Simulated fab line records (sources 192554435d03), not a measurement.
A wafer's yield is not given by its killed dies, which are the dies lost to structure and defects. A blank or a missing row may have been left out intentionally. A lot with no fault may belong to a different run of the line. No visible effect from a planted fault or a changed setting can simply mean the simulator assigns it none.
Split-lot experiment ; flow n5Finfet ; 7 lots, 21 wafers read, on a route of 1938 steps

== ON THE SPLIT ==
At N5_BEOL_M3_ETCH_70 (etches SOC in N2/H2, target depth 80 nm, overetch 16 nm, time 120 s), the setting biasW was moved away from the recipe's 150 W on 8 of the 21 wafers read, by -16.1% to -6.6%. For the rest of the wafers, this setting stayed at what the recipe calls for.

The reading comes from the split's own step.

== THE READING ==
rfVppV, in V, at N5_BEOL_M3_ETCH_70 (etches SOC in N2/H2, target depth 80 nm, overetch 16 nm, time 120 s). Typical for fault-free wafers on this fab line: 523.4 V, with standard deviation 2.8 V.

wafer;tool, chamber at the split;biasW as run, W;against the recipe;rfVppV, V;against lot-mates on the recipe
L076.3;rieDiel-03, 3;135.7;-9.5%;489.7;-37.6
L076.4;rieDiel-03, 2;135.7;-9.5%;493.2;-34.1
L076.6;rieDiel-03, 1;150;recipe;527.3;-
L090.1;rieDiel-05, 0;150;recipe;525.1;-
L090.2;rieDiel-05, 1;140.1;-6.6%;505.2;-19.9
L090.3;rieDiel-05, 3;140.1;-6.6%;500.6;-24.5
L091.1;rieDiel-05, 3;150;recipe;523.3;-
L091.3;rieDiel-05, 1;150;recipe;527.6;-
L091.6;rieDiel-05, 0;150;recipe;525.0;-
L092.1;rieDiel-05, 1;150;recipe;529.0;-
L092.5;rieDiel-05, 3;150;recipe;522.7;-
L092.6;rieDiel-05, 0;150;recipe;524.2;-
L094.2;rieDiel-05, 0;137.7;-8.2%;496.8;-32.6
L094.3;rieDiel-05, 1;150;recipe;529.4;-
L094.6;rieDiel-05, 0;137.7;-8.2%;499.3;-30.1
L095.4;rieDiel-05, 2;125.9;-16.1%;469.7;-56.1
L095.5;rieDiel-05, 3;125.9;-16.1%;468.4;-57.4
L095.6;rieDiel-05, 2;150;recipe;525.8;-
L096.1;rieDiel-04, 3;150;recipe;519.4;-
L096.3;rieDiel-04, 2;150;recipe;522.1;-
L096.4;rieDiel-04, 0;150;recipe;518.7;-

THE FIT
A straight line over all 21 wafers: rfVppV changes by +3.42 V for each +1% of biasW; r = +0.99; the points scatter about the line by 2.9 V.
The same after taking each lot's own level away (the mean of its wafers on the recipe; 21 wafers): +3.6 V for each +1%; r = +1.00; scatter 2 V.
On that fit, the largest move of biasW shifts the reading by 58 V.
The span of the lots' own levels, 520.07 to 529.40 V, comes to 3.3 times the standard deviation stated above.
Consequently the slope shifts little with the lot-to-lot level, the two slopes agreeing.
Check: -58.6 V against its lot-mates is what the line predicts for one of the wafers moved furthest among these (-16.1%) when that wafer is left out of the fit. It came out at -56.1 V against them.
Tool readings at the split's step, against how far the setting was moved: rfVppV r = +0.99.

== THE OTHER SPLITS THESE WAFERS WENT THROUGH ==
These wafers also went through other splits before the reading. Each is held against what the fit with the lots' levels taken away leaves over:
other split on the same wafers;wafers away from the commonest value;r with rfVppV (lot level and that fit taken away)
N5_MOL_CONTACT_COAG_ETCH_47 sourceW;8;+0.27
N5_BEOL_M0_SAQP_SPACER1_ALD_98 tempC;8;-0.12
N5_BEOL_M0_SAQP_ETCH_107 biasW;7;+0.33
N5_BEOL_M0_ETCH_128 sourceW;6;+0.04
N5_BEOL_M0_ETCH_109 biasW;8;-0.20
N5_BEOL_M1_COAT_67 spinRpm;6;-0.05
N5_BEOL_M1_COAT_22 spinRpm;7;-0.31
N5_BEOL_M2_COAT_22 spinRpm;7;+0.27
N5_BEOL_M2_TRENCH_ETCH_37 sourceW;8;+0.05

== THE WHOLE CHAIN: every reading that the file lists as answering this split, in the file's order ==
step;what it does;reading;change (the file's fit);r (the file's)
N5_BEOL_M3_ETCH_70;etches SOC in N2/H2, target depth 80 nm, overetch 16 nm, time 120 s;rfVppV;+3.6 V for each +1% of the setting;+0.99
N5_BEOL_M3_ETCH_70;etches SOC in N2/H2, target depth 80 nm, overetch 16 nm, time 120 s;SiARC_of_BEOL_M3_COAT_68.thkNm (the simulator's own value, which no gauge read);-0.0763 nm for each +1% of the setting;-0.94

== THE FILE'S OWN FIT ==
rfVppV changes by +3.6 V for each +1% of biasW, r = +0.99.
